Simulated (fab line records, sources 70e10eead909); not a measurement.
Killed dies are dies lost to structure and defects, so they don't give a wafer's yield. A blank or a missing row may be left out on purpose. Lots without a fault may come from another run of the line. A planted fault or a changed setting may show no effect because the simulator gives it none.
fab line records | flow nand_harc
record lots=14 wafers=42 last_day=33
route steps=1302 shown P_ZERO_WELL@46 P_STI@87 P_GATE@124
lots that met no fault: from a run of the same line without faults
start_h: hours from the record's first day to the start of the lot's first wafer shown | wait_h: hours since the lot's step before | " the same as in the row above | L1.1+2: a row that stands for several wafers | - no value, or no start given | * or withheld: withheld | < > ~ a bound
route shown NAME@n: a module of which the file shows steps, and the number in the route of the first | usual: mean/standard deviation of fault-free wafers | same: alike in all rows | chamber/n: place in a boat | sites: the reading at each site | _std_site: their standard deviation | _edge_site: outer sites' mean less inner sites' | radius_mm: how far each site lies from the wafer's centre | mask NAME#n: copy n | behind: the tool/chamber that last shaped the wafer | hold: why the lot was held/for how many hours/how that ended | device: the transistor (n, p or np) that didn't switch | end of line: the same wafers' tests at the end of the route | a step without rows: its recipe alone | killed: dies lost to structure and defects at the first sort, not the wafer's yield | map: a wafer's dies, x killed, . not, _ none there
set.NAME: the setting as run; set.NAME@STEP: as run at that earlier step | model.NAME: the simulator's own value behind a step, which no gauge read
steps of the route over a sample of lots; a table a step, a row a wafer
services: from which hour (start_h, from the record's first day; less than 0 if before it) a tool's chamber was out of use, for how many hours, and why
## steps
# step NHARC_P_ZERO_WELL_DESCUM_39
# recipe time_s=3 o2_flow_sccm=200 ar_flow_sccm=0 bias_power_w=0 chemistry=O2
# usual drypump_motor_current_A=5.8/0.54 oes_product_au=1.001/0.0098 rf_vpp_V=57.8/0.97 showerhead_plenum_p_Torr=1.92/0.099 throttle_valve_pct=11.312/0.0078
# columns lot.wafer tool chamber start_h wait_h drypump_motor_current_A oes_product_au rf_hours_counter_h rf_vpp_V showerhead_plenum_p_Torr throttle_valve_pct
L743.4 rie_diel-11 1 24.61 - 5.4 1.005 37 58.1 2.00 11.317
L743.2 " 2 " " 6.1 1.007 35 59.2 1.80 11.300
L743.6 " 2 " " 6.1 0.998 - 57.5 1.80 11.313
L744.2 rie_diel-02 1 34.27 - 5.3 0.987 51 58.6 2.08 11.311
L744.4 " 0 " " 6.0 0.990 50 58.3 1.84 11.322
L744.6 " 1 " " 5.3 0.996 - 60.4 2.08 11.323
L745.2 rie_diel-11 3 44.47 - 6.2 0.991 37 56.6 1.85 11.315
L745.3 " 1 " " 5.4 0.991 41 57.9 1.99 11.313
L745.5 " 3 " " 6.2 0.985 - 56.4 1.85 11.314
L746.3 rie_diel-02 3 54.14 - 5.3 1.018 1 57.3 1.94 11.315
L746.4 " 0 " " 6.0 0.982 2 59.3 1.84 11.312
L746.1 " 1 " " 5.4 1.008 1 57.3 2.08 11.321
L748.2 rie_diel-11 3 74.22 - 6.3 0.992 44 57.7 1.84 11.333
L748.5 " 3 " " 6.2 0.987 - 57.7 1.84 11.301
L748.6 " 1 " " 5.4 1.008 - 57.9 1.99 11.310
L749.1 rie_diel-10 0 87.11 - 5.5 1.010 6 56.9 2.02 11.304
L749.2 " 1 " " 6.4 1.002 1 58.4 1.86 11.299
L749.3 " 2 " " 5.1 1.011 6 57.1 1.80 11.310
L750.1 rie_diel-10 0 94.16 - 5.5 1.001 7 58.6 2.02 11.310
L750.3 " 3 " " 6.8 1.005 7 60.3 2.02 11.318
L750.6 " 0 " " 5.5 1.003 - 58.5 2.01 11.308
L752.4 rie_diel-11 1 114.59 - 5.4 0.999 4 58.3 1.99 11.296
L752.2 " 2 " " 6.1 0.997 5 57.3 1.79 11.314
L752.5 " 1 " " 5.4 1.014 - 58.5 1.99 11.305
L753.1 rie_diel-02 3 124.30 - 5.3 1.010 24 56.5 1.93 11.325
L753.3 " 2 " " 6.2 0.995 32 58.0 2.01 11.319
L753.6 " 3 " " 5.3 1.007 - 59.5 1.93 11.305
L758.4 rie_diel-10 3 174.39 - 6.7 1.011 35 57.5 2.02 11.318
L758.2 " 0 " " 5.5 1.005 38 56.5 2.01 11.311
L758.6 " 0 " " 5.5 1.010 - 58.5 2.00 11.317
L759.4 rie_diel-10 2 184.27 - 5.1 1.009 36 56.9 1.79 11.298
L759.1 " 3 " " 6.8 1.015 37 58.0 2.01 11.310
L759.6 " 0 " " 5.5 1.017 - 58.1 2.00 11.311
L760.2 rie_diel-11 1 194.18 - 5.4 1.006 25 58.0 1.98 11.293
L760.5 " 0 " " 5.4 1.008 - 57.0 2.05 11.313
L760.6 " 1 " " 5.4 0.998 - 59.6 1.98 11.308
L765.2 rie_diel-10 2 244.28 - 5.1 1.006 53 57.1 1.79 11.315
L765.5 " 2 " " 5.1 1.004 - 56.7 1.79 11.314
L765.6 " 3 " " 6.7 1.015 - 56.6 2.01 11.319
L766.3 rie_diel-02 3 254.33 - 5.3 1.003 13 58.6 1.92 11.318
L766.4 " 1 " " 5.3 0.996 8 57.0 2.05 11.312
L766.6 " 0 " " 6.0 0.981 - 56.4 1.81 11.320
# step NHARC_P_STI_DESCUM_14
# recipe time_s=3 o2_flow_sccm=200 ar_flow_sccm=0 bias_power_w=0 chemistry=O2
# usual drypump_motor_current_A=5.7/0.5 oes_product_au=1.001/0.0099 rf_vpp_V=58.0/0.89 showerhead_plenum_p_Torr=1.95/0.075 throttle_valve_pct=11.311/0.0091
# columns lot.wafer tool chamber start_h wait_h drypump_motor_current_A oes_product_au rf_hours_counter_h rf_vpp_V showerhead_plenum_p_Torr throttle_valve_pct
L743.2 rie_diel-06 2 48.05 - 6.6 0.989 5 58.0 1.91 11.313
L743.4 " 1 " " 5.8 0.997 5 59.2 2.06 11.321
L743.6 " 2 " " 6.6 0.989 - 57.8 1.91 11.308
L744.4 rie_diel-06 1 58.94 - 5.9 0.998 5 59.0 2.06 11.306
L744.2 " 2 " " 6.6 0.981 5 59.2 1.91 11.319
L744.6 " 3 " " 5.8 1.005 - 58.2 1.99 11.316
L745.3 rie_diel-07 0 65.63 - 5.5 1.001 10 58.5 1.95 11.331
L745.2 " 1 " " 5.3 0.998 11 58.7 1.80 11.309
L745.5 " 2 " " 4.8 1.018 - 57.6 1.99 11.303
L746.1 rie_diel-06 1 75.25 - 5.9 1.005 7 58.4 2.06 11.305
L746.3 " 1 " " 5.9 1.010 - 59.2 2.06 11.312
L746.4 " 0 " " 5.8 1.008 - 59.5 1.87 11.317
L748.2 rie_diel-06 2 93.10 - 6.6 0.973 6 58.9 1.91 11.316
L748.6 " 0 " " 5.8 1.001 - 57.1 1.87 11.316
L748.5 " 1 " " 5.8 0.988 - 58.5 2.06 11.304
L749.1 rie_diel-07 0 106.28 - 5.5 0.986 14 58.1 1.94 11.306
L749.2 " 1 " " 5.3 0.995 16 57.6 1.80 11.320
L749.3 " 2 " " 4.8 1.009 17 56.5 1.99 11.308
L750.3 rie_diel-01 3 112.96 - 6.5 0.992 4 57.5 1.85 11.297
L750.1 " 0 " " 5.2 1.005 3 57.2 1.91 11.310
L750.6 " 3 " " 6.5 1.010 - 57.9 1.85 11.304
L752.4 rie_diel-07 1 137.42 - 5.3 1.000 1 57.5 1.80 11.312
L752.2 " 2 " " 4.8 1.006 1 57.5 1.99 11.313
L752.5 " 2 " " 4.8 1.008 - 59.1 1.99 11.314
L753.1 rie_diel-07 2 147.28 - 4.8 1.014 1 56.4 1.99 11.313
L753.3 " 0 " " 5.5 0.999 1 58.5 1.94 11.297
L753.6 " 2 " " 4.8 1.012 - 57.5 1.99 11.313
L758.2 rie_diel-01 3 194.44 - 6.5 0.996 7 57.4 1.85 11.312
L758.4 " 1 " " 5.2 0.979 8 59.5 2.02 11.311
L758.6 " 0 " " 5.2 1.015 - 58.6 1.91 11.313
L759.1 rie_diel-01 2 203.55 - 5.9 1.010 6 56.4 2.00 11.314
L759.4 " 3 " " 6.6 1.002 8 58.5 1.85 11.317
L759.6 " 1 " " 5.2 0.997 - 57.9 2.02 11.297
L760.2 rie_diel-01 2 213.85 - 5.9 0.995 0 59.7 2.00 11.304
L760.6 " 0 " " 5.2 0.996 - 57.7 1.91 11.308
L760.5 " 1 " " 5.2 0.974 - 57.6 2.02 11.312
L765.2 rie_diel-01 2 265.43 - 5.9 1.020 2 57.8 2.00 11.306
L765.6 " 1 " " 5.2 0.989 - 57.9 2.02 11.315
L765.5 " 2 " " 5.9 1.009 - 57.7 2.00 11.317
L766.3 rie_diel-01 0 273.94 - 5.2 1.020 2 56.6 1.91 11.319
L766.4 " 1 " " 5.2 0.998 2 58.0 2.02 11.307
L766.6 " 3 " " 6.6 1.004 - 58.3 1.85 11.305
# step NHARC_P_STI_OXIDE_40
# recipe target_thk_a=100 temp_c=900 ox_time_s=1362 material=SiO2
# usual ox_temp_c=900.0/0.38 ox_time_s=1362/0 spike_tc_lower_C=900.9/1.3
# columns lot.wafer tool chamber start_h wait_h ox_temp_c ox_time_s spike_tc_lower_C
L743.2 furnace-08 0 75.42 - 900.1 1362 902.7
L743.4 " 0 " " 899.9 1362 903.4
L743.6 " 0 " " 899.6 1362 902.5
L744.2 furnace-03 0 85.79 - 900.4 1362 900.3
L744.4 " 0 " " 900.1 1362 901.4
L744.6 " 0 " " 899.9 1362 899.2
L745.2 furnace-03 0 85.79 - 899.8 1362 899.9
L745.3 " 0 " " 899.2 1362 899.1
L745.5 " 0 " " 899.0 1362 899.3
L746.1 furnace-06 0 98.53 - 900.6 1362 900.2
L746.3 " 0 " " 899.8 1362 900.8
L746.4 " 0 " " 900.5 1362 899.5
L748.2 furnace-08 0 115.33 - 901.0 1362 901.6
L748.5 " 0 " " 900.0 1362 903.8
L748.6 " 0 " " 900.3 1362 902.4
L749.1 furnace-08 0 135.85 - 899.9 1362 901.4
L749.2 " 0 " " 900.0 1362 901.1
L749.3 " 0 " " 899.8 1362 902.5
L750.1 furnace-08 0 135.85 - 900.0 1362 900.2
L750.3 " 0 " " 899.4 1362 901.9
L750.6 " 0 " " 900.3 1362 902.9
L752.2 furnace-08 0 159.43 - 900.3 1362 902.6
L752.4 " 0 " " 900.3 1362 899.8
L752.5 " 0 " " 900.0 1362 901.9
L753.1 furnace-06 0 170.68 - 899.9 1362 902.8
L753.3 " 0 " " 900.1 1362 901.9
L753.6 " 0 " " 899.8 1362 901.0
L758.2 furnace-06 0 222.48 - 900.1 1362 900.5
L758.4 " 0 " " 899.8 1362 899.1
L758.6 " 0 " " 899.8 1362 900.3
L759.1 furnace-06 - 229.18 - - - -
L759.4 " - " " - - -
L759.6 " - " " - - -
L760.2 furnace-03 - 245.08 - - - -
L760.5 " - " " - - -
L760.6 " - " " - - -
L765.2 furnace-03 0 289.03 - 899.9 1362 899.4
L765.5 " 0 " " 899.6 1362 899.5
L765.6 " 0 " " 899.5 1362 902.9
L766.3 furnace-06 0 297.86 - 899.7 1362 899.5
L766.4 " 0 " " 899.8 1362 900.5
L766.6 " 0 " " 900.3 1362 900.3
# step NHARC_P_GATE_DESCUM_13
# recipe time_s=3 o2_flow_sccm=200 ar_flow_sccm=0 bias_power_w=0 chemistry=O2
# usual drypump_motor_current_A=5.9/0.67 oes_product_au=0.999/0.0094 rf_vpp_V=57.6/0.92 showerhead_plenum_p_Torr=1.87/0.072 throttle_valve_pct=11.312/0.0098
# columns lot.wafer tool chamber start_h wait_h drypump_motor_current_A oes_product_au rf_hours_counter_h rf_vpp_V showerhead_plenum_p_Torr throttle_valve_pct
L743.2 rie_diel-12 2 87.85 - 6.7 0.989 8.2 57.8 1.87 11.312
L743.4 " 3 " " 5.9 0.986 8.2 57.6 1.79 11.308
L743.6 " 2 " " 6.7 0.993 - 58.0 1.87 11.295
L744.2 rie_diel-04 0 99.46 - 5.6 1.011 5.3 57.7 1.93 11.308
L744.6 " 1 " " 5.7 0.977 - 55.5 1.80 11.321
L744.4 " 3 " " 6.6 0.992 - 57.5 1.89 11.318
L745.2 rie_diel-09 0 99.65 - 4.9 0.990 6.8 57.0 1.80 11.306
L745.3 " 1 " " 5.4 0.995 6.9 57.2 1.91 11.308
L745.5 " 2 " " 6.3 1.000 - 57.0 1.95 11.321
L746.1 rie_diel-04 1 111.28 - 5.7 0.983 5.5 58.5 1.80 11.296
L746.4 " 2 " " 5.8 1.004 3.6 57.5 1.98 11.301
L746.3 " 3 " " 6.6 0.987 5.8 57.7 1.89 11.301
L748.2 rie_diel-12 0 128.35 - 6.6 1.011 2.4 58.3 1.98 11.317
L748.6 " 2 " " 6.7 1.001 - 58.7 1.87 11.321
L748.5 " 3 " " 5.9 1.005 - 58.5 1.79 11.310
L749.3 rie_diel-04 1 148.33 - 5.7 0.991 7.5 57.9 1.80 11.300
L749.1 " 2 " " 5.8 1.001 5.0 57.9 1.98 11.315
L749.2 " 3 " " 6.6 0.988 7.7 58.1 1.88 11.306
L750.1 rie_diel-12 2 148.48 - 6.7 0.998 3.7 57.9 1.87 11.291
L750.3 " 1 " " 4.7 1.007 3.3 59.2 1.79 11.316
L750.6 " 3 " " 5.9 1.007 - 57.9 1.79 11.290
L752.4 rie_diel-09 2 172.17 - 6.3 0.997 1.2 56.6 1.95 11.307
L752.2 " 1 " " 5.4 1.001 1.4 56.5 1.91 11.304
L752.5 " 3 " " 5.2 0.987 - 56.8 1.88 11.307
L753.3 rie_diel-12 1 184.35 - 4.7 1.007 4.9 57.4 1.79 11.328
L753.1 " 2 " " 6.7 1.001 5.5 57.1 1.86 11.311
L753.6 " 0 " " 6.6 1.011 - 58.1 1.98 11.328
L758.2 rie_diel-12 3 238.43 - 5.9 1.001 9.3 56.4 1.79 11.314
L758.4 " 2 " " 6.7 0.979 10.1 57.8 1.86 11.332
L758.6 " 0 " " 6.6 1.007 - 59.2 1.98 11.320
L765.2 rie_diel-09 0 302.38 - 5.0 1.016 7.8 58.0 1.79 11.324
L765.6 " 1 " " 5.4 0.997 - 58.1 1.91 11.305
L765.5 " 2 " " 6.3 1.005 - 57.9 1.95 11.318
L766.4 rie_diel-12 3 310.48 - 5.9 0.976 2.4 56.3 1.79 11.311
L766.3 " 1 " " 4.7 1.007 1.5 56.7 1.78 11.300
L766.6 " 0 " " 6.6 0.993 - 56.9 1.98 11.306
## services
# columns tool chamber start_h hours kind
furnace-08 - 11.27 59.5 repair
rie_diel-01 - 26.80 9.0 pm
rie_diel-10 2 27.32 7.5 repair
rie_diel-11 2 40.22 3.2 repair
rie_diel-10 1 47.97 13.7 repair
rie_diel-11 2 52.01 2.6 repair
rie_diel-10 - 57.50 0.4 repair
rie_diel-10 - 67.83 9.0 pm
rie_diel-11 - 78.50 9.0 pm
rie_diel-10 1 81.02 3.8 repair
rie_diel-01 2 83.33 9.7 repair
rie_diel-12 - 91.40 9.0 pm
rie_diel-11 3 92.23 1.5 repair
rie_diel-12 3 105.20 9.5 repair
rie_diel-10 1 110.37 11.6 repair
rie_diel-12 1 115.62 12.3 repair
rie_diel-12 3 139.04 2.6 repair
rie_diel-10 - 148.62 1.7 repair
rie_diel-12 1 165.31 4.3 repair
rie_diel-01 - 203.80 9.0 pm
rie_diel-11 - 213.28 0.3 repair
rie_diel-01 - 249.69 0.8 repair
rie_diel-12 - 268.40 9.0 pm
rie_diel-12 0 288.66 8.2 repair
## key
first_sign step=NHARC_P_STI_OXIDE_40 reading=tool_record direction=missing
effect none on later readings
met_at NHARC_P_STI_OXIDE_40
struck_lots L759,L760
later_rows_left_out L759.1,L759.4,L759.6,L760.2,L760.5,L760.6
sort_left_out L759.1,L759.4,L759.6,L760.2,L760.5,L760.6
tester_left_out L759,L760
not_acting_at NHARC_P_ZERO_WELL_DESCUM_39,NHARC_P_STI_DESCUM_14,NHARC_P_GATE_DESCUM_13
onset_between 222.48 229.18
fault kind=skipped_step_whole tool=furnace-03,furnace-06 chamber=- onset_h=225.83 steps=NHARC_P_STI_OXIDE_40 scope=struck_lots_only
# tester_left_out: of these lots the tester's yield and bins aren't shown, on N5 and GAA mostly nor the transistor test; their killed dies are dies lost to structure and defects alone, not to doping, threshold or leakage, so they don't give the yield
# sort_left_out: the simulated sort isn't trusted on such a fault, so these wafers' sort isn't shown, and their yield isn't known
# later_rows_left_out: the simulator's readings of these wafers behind a module that went badly wrong aren't trusted and aren't shown, but for the sort
